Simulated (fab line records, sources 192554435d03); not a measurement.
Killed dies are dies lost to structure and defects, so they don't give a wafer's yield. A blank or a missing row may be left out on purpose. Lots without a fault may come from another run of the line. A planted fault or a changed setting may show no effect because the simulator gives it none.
fab line records | flow n5_finfet
record lots=24 wafers=72 last_day=18
route steps=1938 shown BEOL_M4@1085 BEOL_M5@1152
lots that met no fault: from a run of the same line without faults
start_h: hours from the record's first day to the start of the lot's first wafer shown | wait_h: hours since the lot's step before | " the same as in the row above | L1.1+2: a row that stands for several wafers | - no value, or no start given | * or withheld: withheld | < > ~ a bound
route shown NAME@n: a module of which the file shows steps, and the number in the route of the first | usual: mean/standard deviation of fault-free wafers | same: alike in all rows | chamber/n: place in a boat | sites: the reading at each site | _std_site: their standard deviation | _edge_site: outer sites' mean less inner sites' | radius_mm: how far each site lies from the wafer's centre | mask NAME#n: copy n | behind: the tool/chamber that last shaped the wafer | hold: why the lot was held/for how many hours/how that ended | device: the transistor (n, p or np) that didn't switch | end of line: the same wafers' tests at the end of the route | a step without rows: its recipe alone | killed: dies lost to structure and defects at the first sort, not the wafer's yield | map: a wafer's dies, x killed, . not, _ none there
set.NAME: the setting as run; set.NAME@STEP: as run at that earlier step | model.NAME: the simulator's own value behind a step, which no gauge read
steps of the route over a sample of lots; a table a step, a row a wafer
services: from which hour (start_h, from the record's first day; less than 0 if before it) a tool's chamber was out of use, for how many hours, and why
## steps
# step N5_BEOL_M4_ANNEAL_49
# recipe temp_c=400 time_s=240 ambient=vacuum
# usual heater_power_w=822/88 susceptor_temp_C_max=400.9/0.31
# columns lot.wafer tool chamber start_h wait_h heater_power_w susceptor_temp_C_max
L075.1 pvd_sputter-02 - 161.60 0.0 828 401.4
L075.3 " - " " 783 400.9
L075.5 " - " " 971 400.6
L074.2 pvd_sputter-02 - 164.41 0.0 796 401.0
L074.3 " - " " 809 400.8
L074.6 " - " " 806 400.7
L076.2 pvd_sputter-02 - 167.41 0.0 802 401.1
L076.5 " - " " 795 400.8
L076.6 " - " " 812 401.7
L077.2 pvd_sputter-01 - 182.70 0.0 688 401.1
L077.3 " - " " 882 400.4
L077.6 " - " " 689 401.1
L078.2 pvd_sputter-03 - 183.11 0.0 774 401.3
L078.3 " - " " 900 401.4
L078.6 " - " " 767 401.4
L079.1 pvd_sputter-01 - 189.64 0.0 700 401.1
L079.2 " - " " 693 400.9
L079.5 " - " " 700 400.8
L080.1 pvd_sputter-02 - 199.64 0.0 808 400.7
L080.4 " - " " 787 400.8
L080.5 " - " " 794 400.8
L081.3 pvd_sputter-01 - 207.92 0.0 863 401.0
L081.4 " - " " 684 400.2
L081.6 " - " " 693 400.6
L082.1 pvd_sputter-01 - 209.76 0.0 712 400.6
L082.2 " - " " 870 401.0
L082.4 " - " " 690 400.9
L084.3 pvd_sputter-01 - 214.36 0.0 881 401.1
L084.4 " - " " 700 401.0
L084.6 " - " " 872 400.6
L083.1 pvd_sputter-01 - 216.20 0.0 832 400.9
L083.3 " - " " 698 400.7
L083.5 " - " " 873 401.3
L085.3 pvd_sputter-01 - 224.67 0.0 862 400.9
L085.5 " - " " 706 400.7
L085.6 " - " " 848 401.1
L087.3 pvd_sputter-03 - 246.82 0.0 765 400.9
L087.4 " - " " 784 401.1
L087.5 " - " " 748 401.4
L086.1 pvd_sputter-02 - 248.92 0.0 802 400.9
L086.3 " - " " 997 400.7
L086.4 " - " " 808 401.2
L088.1 pvd_sputter-01 - 251.80 0.0 889 401.0
L088.3 " - " " 675 400.9
L088.4 " - " " 878 401.3
L089.2 pvd_sputter-02 - 271.83 0.0 811 401.3
L089.4 " - " " 994 400.5
L089.5 " - " " 964 400.7
L093.2 pvd_sputter-01 - 273.33 0.0 710 400.1
L093.4 " - " " 870 401.2
L093.6 " - " " 867 401.3
L090.1 pvd_sputter-02 - 273.67 0.0 979 401.5
L090.3 " - " " 832 401.3
L090.5 " - " " 804 400.9
L091.3 pvd_sputter-02 - 276.83 0.0 797 400.7
L091.5 " - " " 803 400.7
L091.6 " - " " 1004 400.9
L092.1 pvd_sputter-03 - 278.23 0.0 917 400.7
L092.2 " - " " 787 401.0
L092.3 " - " " 878 401.6
L095.1 pvd_sputter-02 - 299.80 0.0 780 400.8
L095.3 " - " " 782 400.2
L095.6 " - " " 967 401.3
L094.3 pvd_sputter-01 - 304.76 0.0 685 401.1
L094.5 " - " " 855 400.7
L094.6 " - " " 693 400.9
L097.1 pvd_sputter-02 - 310.22 0.0 795 400.6
L097.3 " - " " 808 400.8
L097.6 " - " " 781 400.5
L096.1 pvd_sputter-02 - 317.79 0.0 820 401.4
L096.4 " - " " 829 401.3
L096.5 " - " " 793 400.8
# step N5_BEOL_M4_ANNEAL_80
# recipe temp_c=400 time_s=240 ambient=vacuum
# usual heater_power_w=821/87 susceptor_temp_C_max=400.92/0.28
# columns lot.wafer tool chamber start_h wait_h heater_power_w susceptor_temp_C_max
L075.1 pvd_sputter-02 - 161.82 0.0 822 401.23
L075.3 " - " " 797 400.63
L075.5 " - " " 963 401.04
L074.2 pvd_sputter-02 - 164.63 0.0 820 401.37
L074.3 " - " " 803 400.70
L074.6 " - " " 773 400.56
L076.2 pvd_sputter-02 - 167.63 0.0 806 401.03
L076.5 " - " " 803 401.19
L076.6 " - " " 811 400.93
L077.2 pvd_sputter-01 - 182.92 0.0 695 400.88
L077.3 " - " " 881 400.90
L077.6 " - " " 681 401.02
L078.2 pvd_sputter-03 - 183.33 0.0 789 401.13
L078.3 " - " " 889 401.48
L078.6 " - " " 753 401.05
L079.1 pvd_sputter-01 - 189.86 0.0 693 400.58
L079.2 " - " " 690 401.22
L079.5 " - " " 704 400.36
L080.1 pvd_sputter-02 - 199.86 0.0 798 400.82
L080.4 " - " " 789 401.66
L080.5 " - " " 792 400.91
L081.3 pvd_sputter-01 - 208.14 0.0 872 401.52
L081.4 " - " " 709 400.66
L081.6 " - " " 701 400.87
L082.1 pvd_sputter-01 - 209.98 0.0 707 401.47
L082.2 " - " " 868 401.06
L082.4 " - " " 699 400.59
L084.3 pvd_sputter-01 - 214.58 0.0 867 400.67
L084.4 " - " " 687 401.24
L084.6 " - " " 887 400.74
L083.1 pvd_sputter-01 - 216.42 0.0 877 400.80
L083.3 " - " " 690 401.28
L083.5 " - " " 867 400.72
L085.3 pvd_sputter-01 - 224.89 0.0 856 400.47
L085.5 " - " " 696 400.75
L085.6 " - " " 852 400.27
L087.3 pvd_sputter-03 - 247.04 0.0 733 400.73
L087.4 " - " " 773 401.34
L087.5 " - " " 763 400.75
L086.1 pvd_sputter-02 - 249.14 0.0 792 400.73
L086.3 " - " " 978 400.70
L086.4 " - " " 798 401.41
L088.1 pvd_sputter-01 - 252.05 0.0 870 400.88
L088.3 " - " " 677 400.94
L088.4 " - " " 849 400.78
L089.2 pvd_sputter-02 - 272.05 0.0 792 401.02
L089.4 " - " " 983 400.64
L089.5 " - " " 977 400.70
L093.2 pvd_sputter-01 - 273.58 0.0 676 400.83
L093.4 " - " " 867 400.66
L093.6 " - " " 870 401.00
L090.1 pvd_sputter-02 - 273.89 0.0 960 400.56
L090.3 " - " " 819 401.43
L090.5 " - " " 791 401.03
L091.3 pvd_sputter-02 - 277.05 0.0 789 400.85
L091.5 " - " " 802 400.64
L091.6 " - " " 982 400.84
L092.1 pvd_sputter-03 - 278.45 0.0 939 400.64
L092.2 " - " " 769 400.75
L092.3 " - " " 882 401.46
L095.1 pvd_sputter-02 - 300.02 0.0 827 401.13
L095.3 " - " " 780 400.73
L095.6 " - " " 980 401.07
L094.3 pvd_sputter-01 - 304.98 0.0 716 401.32
L094.5 " - " " 865 400.45
L094.6 " - " " 708 400.70
L097.1 pvd_sputter-02 - 310.44 0.0 772 400.89
L097.3 " - " " 801 401.04
L097.6 " - " " 812 401.29
L096.1 pvd_sputter-02 - 318.01 0.0 786 400.98
L096.4 " - " " 821 400.84
L096.5 " - " " 792 401.13
# step N5_BEOL_M4_ANNEAL_82
# recipe temp_c=400 time_s=240 ambient=vacuum
# usual heater_power_w=821/89 susceptor_temp_C_max=400.9/0.35
# columns lot.wafer tool chamber start_h wait_h heater_power_w susceptor_temp_C_max
L075.1 pvd_sputter-02 - 162.04 0.0 799 401.4
L075.3 " - " " 787 400.9
L075.5 " - " " 965 401.2
L074.2 pvd_sputter-02 - 164.85 0.0 813 401.3
L074.3 " - " " 790 400.8
L074.6 " - " " 788 400.5
L076.2 pvd_sputter-02 - 167.85 0.0 824 401.6
L076.5 " - " " 780 400.6
L076.6 " - " " 787 400.8
L077.2 pvd_sputter-01 - 183.14 0.0 691 401.1
L077.3 " - " " 883 400.9
L077.6 " - " " 683 400.9
L078.2 pvd_sputter-03 - 183.55 0.0 775 401.3
L078.3 " - " " 865 401.1
L078.6 " - " " 743 401.2
L079.1 pvd_sputter-01 - 190.08 0.0 707 400.9
L079.2 " - " " 680 400.8
L079.5 " - " " 693 400.6
L080.1 pvd_sputter-02 - 200.08 0.0 814 400.8
L080.4 " - " " 803 400.2
L080.5 " - " " 802 400.4
L081.3 pvd_sputter-01 - 208.36 0.0 847 400.3
L081.4 " - " " 685 401.0
L081.6 " - " " 695 400.9
L082.1 pvd_sputter-01 - 210.20 0.0 688 401.1
L082.2 " - " " 837 400.8
L082.4 " - " " 692 400.5
L084.3 pvd_sputter-01 - 214.80 0.0 872 400.6
L084.4 " - " " 694 401.4
L084.6 " - " " 856 401.2
L083.1 pvd_sputter-01 - 216.64 0.0 863 400.4
L083.3 " - " " 706 400.8
L083.5 " - " " 877 400.8
L085.3 pvd_sputter-01 - 225.11 0.0 877 400.3
L085.5 " - " " 701 400.5
L085.6 " - " " 847 400.9
L087.3 pvd_sputter-03 - 247.26 0.0 735 401.1
L087.4 " - " " 777 401.2
L087.5 " - " " 775 401.5
L086.1 pvd_sputter-02 - 249.36 0.0 783 401.3
L086.3 " - " " 996 400.9
L086.4 " - " " 820 401.6
L088.1 pvd_sputter-01 - 252.30 0.0 857 400.7
L088.3 " - " " 703 401.0
L088.4 " - " " 864 400.7
L089.2 pvd_sputter-02 - 272.27 0.0 793 401.1
L089.4 " - " " 991 400.7
L089.5 " - " " 966 400.7
L093.2 pvd_sputter-01 - 273.82 0.0 689 400.9
L093.4 " - " " 854 400.5
L093.6 " - " " 880 400.7
L090.1 pvd_sputter-02 - 274.11 0.0 983 401.0
L090.3 " - " " 807 401.0
L090.5 " - " " 782 401.2
L091.3 pvd_sputter-02 - 277.27 0.0 802 401.0
L091.5 " - " " 779 401.0
L091.6 " - " " 1013 400.9
L092.1 pvd_sputter-03 - 278.67 0.0 941 401.2
L092.2 " - " " 777 401.3
L092.3 " - " " 873 401.7
L095.1 pvd_sputter-02 - 300.24 0.0 821 401.2
L095.3 " - " " 786 400.2
L095.6 " - " " 993 400.9
L094.3 pvd_sputter-01 - 305.20 0.0 701 401.5
L094.5 " - " " 848 401.2
L094.6 " - " " 695 400.9
L097.1 pvd_sputter-02 - 310.66 0.0 817 400.8
L097.3 " - " " 795 400.6
L097.6 " - " " 793 401.0
L096.1 pvd_sputter-02 - 318.23 0.0 813 401.5
L096.4 " - " " 818 400.5
L096.5 " - " " 805 401.2
# step N5_BEOL_M4_SPUTTER_86
# recipe material=Cu target_thk_a=45 temp_c=-20 chamber_pressure_pa=0.07 power_w=withheld time_s=8.29
# usual throttle_valve_pct=30.3/0.67
# columns lot.wafer tool chamber start_h wait_h throttle_valve_pct
L075.1 pvd_sputter-02 - 162.18 0.1 29.8
L075.3 " - " " 30.9
L075.5 " - " " 29.6
L074.2 pvd_sputter-02 - 164.99 0.1 29.7
L074.3 " - " " 30.8
L074.6 " - " " 30.6
L076.2 pvd_sputter-02 - 167.99 0.1 29.5
L076.5 " - " " 30.9
L076.6 " - " " 29.6
L077.2 pvd_sputter-01 - 183.28 0.1 31.2
L077.3 " - " " 30.9
L077.6 " - " " 31.3
L078.2 pvd_sputter-03 - 183.69 0.1 29.8
L078.3 " - " " 28.8
L078.6 " - " " 30.9
L079.1 pvd_sputter-01 - 190.22 0.1 31.0
L079.2 " - " " 31.0
L079.5 " - " " 31.0
L080.1 pvd_sputter-02 - 200.22 0.1 30.8
L080.4 " - " " 30.6
L080.5 " - " " 30.8
L081.3 pvd_sputter-01 - 208.50 0.1 30.6
L081.4 " - " " 30.8
L081.6 " - " " 30.8
L082.1 pvd_sputter-01 - 210.34 0.1 30.9
L082.2 " - " " 29.4
L082.4 " - " " 31.1
L084.3 pvd_sputter-01 - 214.94 0.1 29.1
L084.4 " - " " 31.1
L084.6 " - " " 30.8
L083.1 pvd_sputter-01 - 216.78 0.1 29.2
L083.3 " - " " 30.9
L083.5 " - " " 30.8
L085.3 pvd_sputter-01 - 225.25 0.1 29.3
L085.5 " - " " 31.0
L085.6 " - " " 29.4
L087.3 pvd_sputter-03 - 247.40 0.1 30.9
L087.4 " - " " 29.4
L087.5 " - " " 30.8
L086.1 pvd_sputter-02 - 249.50 0.1 30.4
L086.3 " - " " 29.9
L086.4 " - " " 29.8
L088.1 pvd_sputter-01 - 252.45 0.1 29.4
L088.3 " - " " 30.9
L088.4 " - " " 30.8
L089.2 pvd_sputter-02 - 272.41 0.1 30.0
L089.4 " - " " 29.8
L089.5 " - " " 30.1
L093.2 pvd_sputter-01 - 273.98 0.1 30.8
L093.4 " - " " 30.8
L093.6 " - " " 30.8
L090.1 pvd_sputter-02 - 274.25 0.1 30.0
L090.3 " - " " 29.6
L090.5 " - " " 30.7
L091.3 pvd_sputter-02 - 277.41 0.1 30.8
L091.5 " - " " 30.6
L091.6 " - " " 29.9
L092.1 pvd_sputter-03 - 278.81 0.1 29.3
L092.2 " - " " 29.9
L092.3 " - " " 28.8
L095.1 pvd_sputter-02 - 300.38 0.1 30.7
L095.3 " - " " 30.6
L095.6 " - " " 30.0
L094.3 pvd_sputter-01 - 305.34 0.1 30.7
L094.5 " - " " 29.5
L094.6 " - " " 30.9
L097.1 pvd_sputter-02 - 310.80 0.1 30.9
L097.3 " - " " 30.7
L097.6 " - " " 30.9
L096.1 pvd_sputter-02 - 318.37 0.1 29.5
L096.4 " - " " 30.6
L096.5 " - " " 30.8
# step N5_BEOL_M4_SPUTTER_92
# recipe material=Cu target_thk_a=45 temp_c=-20 chamber_pressure_pa=0.07 power_w=withheld time_s=8.29
# usual throttle_valve_pct=30.3/0.65
# columns lot.wafer tool chamber start_h wait_h throttle_valve_pct
L075.1 pvd_sputter-02 - 162.84 0.1 29.7
L075.3 " - " " 30.7
L075.5 " - " " 29.8
L074.2 pvd_sputter-02 - 165.65 0.1 29.5
L074.3 " - " " 30.6
L074.6 " - " " 30.7
L076.2 pvd_sputter-02 - 168.65 0.1 29.8
L076.5 " - " " 30.9
L076.6 " - " " 29.4
L077.2 pvd_sputter-01 - 183.94 0.1 31.1
L077.3 " - " " 30.6
L077.6 " - " " 31.1
L078.2 pvd_sputter-03 - 184.35 0.1 30.0
L078.3 " - " " 28.8
L078.6 " - " " 30.9
L079.1 pvd_sputter-01 - 190.88 0.1 30.8
L079.2 " - " " 30.8
L079.5 " - " " 30.8
L080.1 pvd_sputter-02 - 200.88 0.1 30.8
L080.4 " - " " 30.8
L080.5 " - " " 30.8
L081.3 pvd_sputter-01 - 209.16 0.1 30.7
L081.4 " - " " 30.7
L081.6 " - " " 30.8
L082.1 pvd_sputter-01 - 211.00 0.1 31.1
L082.2 " - " " 29.2
L082.4 " - " " 30.5
L084.3 pvd_sputter-01 - 215.60 0.1 29.3
L084.4 " - " " 30.9
L084.6 " - " " 30.7
L083.1 pvd_sputter-01 - 217.44 0.1 29.1
L083.3 " - " " 31.0
L083.5 " - " " 30.9
L085.3 pvd_sputter-01 - 225.91 0.1 29.4
L085.5 " - " " 30.6
L085.6 " - " " 29.4
L087.3 pvd_sputter-03 - 248.06 0.1 30.7
L087.4 " - " " 29.9
L087.5 " - " " 30.7
L086.1 pvd_sputter-02 - 250.16 0.1 31.0
L086.3 " - " " 30.3
L086.4 " - " " 29.8
L088.1 pvd_sputter-01 - 253.20 0.1 29.4
L088.3 " - " " 31.2
L088.4 " - " " 30.6
L089.2 pvd_sputter-02 - 273.07 0.1 29.5
L089.4 " - " " 29.8
L089.5 " - " " 30.1
L093.2 pvd_sputter-01 - 274.72 0.1 31.0
L093.4 " - " " 30.6
L093.6 " - " " 30.8
L090.1 pvd_sputter-02 - 274.91 0.1 30.4
L090.3 " - " " 29.7
L090.5 " - " " 30.6
L091.3 pvd_sputter-02 - 278.07 0.1 30.7
L091.5 " - " " 30.8
L091.6 " - " " 29.7
L092.1 pvd_sputter-03 - 279.47 0.1 29.4
L092.2 " - " " 29.9
L092.3 " - " " 28.8
L095.1 pvd_sputter-02 - 301.04 0.1 30.7
L095.3 " - " " 30.4
L095.6 " - " " 30.2
L094.3 pvd_sputter-01 - 306.00 0.1 30.7
L094.5 " - " " 29.3
L094.6 " - " " 30.9
L097.1 pvd_sputter-02 - 311.46 0.1 30.6
L097.3 " - " " 30.6
L097.6 " - " " 30.6
L096.1 pvd_sputter-02 - 319.03 0.1 30.0
L096.4 " - " " 30.8
L096.5 " - " " 30.7
# step N5_BEOL_M5_ETCH_75
# recipe chemistry=N2/H2 target=underlayer target_depth_a=65 mask_material=CAR-EUV time_s=5.2 ion_energy_ev=200 pressure_mtorr=30 source_w=840 bias_w=150 n2_flow_sccm=200 h2_flow_sccm=200 ends=cleared
# usual drypump_motor_current_A=5.8/0.58 etch_rf_on_time_s=5.19/0.14 oes_product_au=0.67/0.077 rf_vpp_V=524.1/2.2 showerhead_plenum_p_Torr=2.55/0.07 throttle_valve_pct=17.86/0.21
# columns lot.wafer tool chamber start_h wait_h drypump_motor_current_A etch_rf_on_time_s oes_product_au rf_hours_counter_h rf_vpp_V showerhead_plenum_p_Torr throttle_valve_pct
L075.1 rie_diel-01 1 168.72 0.0 4.9 5.32 0.59 194 526.0 2.63 17.81
L075.3 " 2 " " 6.0 4.97 0.71 85 524.8 2.56 17.79
L075.5 " 1 " " 4.8 5.23 0.61 - 527.4 2.63 17.80
L074.2 rie_diel-06 0 173.29 0.0 6.2 5.31 0.65 168 520.7 2.41 17.96
L074.3 " 3 " " 5.8 5.14 0.68 102 527.6 2.66 17.69
L074.6 " 0 " " 6.2 5.31 0.65 - 521.7 2.41 17.96
L076.2 rie_diel-06 2 175.34 0.0 5.0 5.18 0.77 31 525.0 2.49 17.42
L076.5 " 3 " " 5.8 5.14 0.68 - 526.0 2.66 17.71
L076.6 " 0 " " 6.2 5.30 0.63 - 521.4 2.41 17.95
L077.2 rie_diel-01 2 189.75 0.0 6.0 4.97 0.70 91 525.4 2.56 17.84
L077.3 " 3 " " 5.9 5.45 0.63 192 521.2 2.44 18.08
L077.6 " 1 " " 4.8 5.28 0.59 - 526.5 2.63 17.83
L078.2 rie_diel-03 1 191.20 0.0 5.7 5.33 0.76 25 527.4 2.60 17.66
L078.3 " 3 " " 5.4 5.18 0.60 211 524.9 2.63 18.07
L078.6 " 3 " " 5.4 5.19 0.59 - 524.9 2.63 18.10
L079.1 rie_diel-03 2 200.60 0.0 6.6 5.25 0.58 245 522.0 2.49 17.97
L079.2 " 3 " " 5.4 5.14 0.59 216 526.1 2.63 18.07
L079.5 " 3 " " 5.5 5.15 0.60 - 526.1 2.63 18.09
L080.1 rie_diel-06 1 207.43 0.0 5.1 5.30 0.61 221 523.3 2.50 17.77
L080.4 " 2 " " 5.0 5.14 0.76 39 521.3 2.49 17.45
L080.5 " 0 " " 6.2 5.25 0.64 - 521.4 2.41 17.95
L081.3 rie_diel-01 0 216.45 0.0 5.2 4.97 0.66 163 523.2 2.53 18.13
L081.4 " 3 " " 5.9 5.45 0.61 200 520.5 2.44 18.11
L081.6 " 0 " " 5.2 5.04 0.65 - 524.3 2.54 18.13
L082.1 rie_diel-03 2 216.63 0.0 6.6 5.27 0.57 250 523.0 2.49 17.96
L082.2 " 3 " " 5.4 5.20 0.59 221 524.4 2.62 18.07
L082.4 " 0 " " 6.5 5.16 0.84 4 526.0 2.62 17.62
L084.3 rie_diel-03 1 222.12 0.0 5.7 5.32 0.76 36 525.4 2.60 17.66
L084.4 " 1 " " 5.7 5.35 0.74 - 525.2 2.59 17.66
L084.6 " 0 " " 6.5 5.21 0.83 - 524.4 2.62 17.59
L083.1 rie_diel-01 2 226.94 0.0 6.0 4.93 0.69 102 523.3 2.55 17.85
L083.3 " 0 " " 5.2 5.01 0.65 165 521.6 2.53 18.14
L083.5 " 3 " " 5.9 5.38 0.61 - 520.1 2.44 18.10
L085.3 rie_diel-03 0 233.67 0.0 6.5 5.19 0.80 11 525.4 2.61 17.63
L085.5 " 3 " " 5.4 5.18 0.59 - 526.9 2.62 18.12
L085.6 " 1 " " 5.7 5.34 0.72 - 525.0 2.59 17.69
L087.3 rie_diel-06 1 253.04 0.0 5.1 5.23 0.62 235 522.0 2.49 17.77
L087.4 " 3 " " 5.7 5.16 0.67 124 527.5 2.65 17.73
L087.5 " 0 " " 6.2 5.38 0.62 - 521.9 2.41 18.01
L086.1 rie_diel-03 2 260.52 0.0 6.6 4.96 0.80 7 522.3 2.49 17.57
L086.3 " 1 " " 5.7 5.32 0.74 49 524.4 2.59 17.70
L086.4 " 3 " " 5.5 5.13 0.58 237 527.2 2.62 18.13
L088.1 rie_diel-01 1 260.95 0.0 4.8 5.21 0.60 219 523.4 2.62 17.87
L088.3 " 3 " " 5.9 5.44 0.61 213 520.9 2.43 18.13
L088.4 " 0 " " 5.2 4.99 0.65 171 525.4 2.53 18.18
L089.2 rie_diel-03 2 280.18 0.0 6.6 5.08 0.78 12 522.2 2.49 17.56
L089.4 " 3 " " 5.4 5.21 0.58 243 524.1 2.61 18.13
L089.5 " 1 " " 5.7 5.44 0.72 - 525.8 2.59 17.70
L090.1 rie_diel-03 1 280.79 0.0 5.7 5.34 0.72 55 527.0 2.59 17.74
L090.3 " 0 " " 6.5 5.18 0.78 26 523.1 2.61 17.63
L090.5 " 2 " " 6.6 5.04 0.79 - 521.1 2.49 17.58
L093.2 rie_diel-01 2 281.23 0.0 6.0 5.06 0.67 119 523.2 2.54 17.87
L093.4 " 1 " " 4.8 5.30 0.59 225 526.6 2.62 17.88
L093.6 " 0 " " 5.2 4.97 0.65 - 524.3 2.53 18.16
L091.3 rie_diel-03 2 290.74 0.0 6.6 5.04 0.78 14 522.1 2.49 17.59
L091.5 " 0 " " 6.5 5.19 0.78 - 526.5 2.61 17.64
L091.6 " 1 " " 5.7 5.39 0.72 - 525.5 2.59 17.71
L092.1 rie_diel-01 2 294.41 0.0 6.0 5.04 0.67 120 524.4 2.54 17.89
L092.2 " 1 " " 4.9 5.23 0.59 227 524.6 2.61 17.88
L092.3 " 0 " " 5.2 5.04 0.63 178 524.0 2.53 18.21
L095.1 rie_diel-01 2 306.16 0.0 6.0 5.08 0.66 124 522.8 2.54 17.88
L095.3 " 0 " " 5.2 5.01 0.64 182 521.9 2.53 18.16
L095.6 " 0 " " 5.2 4.99 0.63 - 524.4 2.53 18.16
L094.3 rie_diel-03 0 312.88 0.0 6.6 5.14 0.78 36 523.5 2.60 17.64
L094.5 " 2 " " 6.6 5.03 0.77 - 522.6 2.48 17.57
L094.6 " 1 " " 5.6 5.38 0.71 - 525.8 2.58 17.72
L097.1 rie_diel-03 0 319.67 0.0 6.5 5.13 0.77 39 528.5 2.60 17.68
L097.3 " 2 " " 6.6 4.99 0.77 - 523.4 2.48 17.61
L097.6 " 2 " " 6.6 5.04 0.76 - 520.7 2.48 17.60
L096.1 rie_diel-01 2 325.54 0.0 6.0 4.94 0.66 131 522.9 2.54 17.91
L096.4 " 0 " " 5.2 4.97 0.64 189 521.4 2.52 18.20
L096.5 " 1 " " 4.9 5.16 0.58 - 527.8 2.61 17.88
## services
# columns tool chamber start_h hours kind
pvd_sputter-02 - 151.48 2.4 repair
rie_diel-06 0 160.21 2.8 repair
rie_diel-03 0 178.59 - clean
rie_diel-03 0 178.59 - consumable_replace:focus_ring
rie_diel-03 0 178.59 26.3 scheduled_down
rie_diel-03 0 178.59 26.3 vent_cycle
rie_diel-06 0 213.00 3.4 repair
rie_diel-03 2 217.30 - clean
rie_diel-03 2 217.30 - consumable_replace:focus_ring
rie_diel-03 2 217.30 20.1 scheduled_down
rie_diel-03 2 217.30 20.1 vent_cycle
rie_diel-01 1 226.18 3.6 repair
rie_diel-01 0 241.59 12.8 repair
rie_diel-03 2 266.47 4.2 repair
rie_diel-06 1 290.13 8.6 repair
rie_diel-01 - 294.76 1.2 repair
rie_diel-03 3 303.82 - clean
rie_diel-03 3 303.82 - consumable_replace:focus_ring
rie_diel-03 3 303.82 16.7 scheduled_down
rie_diel-03 3 303.82 16.7 vent_cycle
rie_diel-06 1 312.47 - clean
rie_diel-06 1 312.47 - consumable_replace:focus_ring
rie_diel-06 1 312.47 21.9 scheduled_down
rie_diel-06 1 312.47 21.9 vent_cycle
## key
fault none
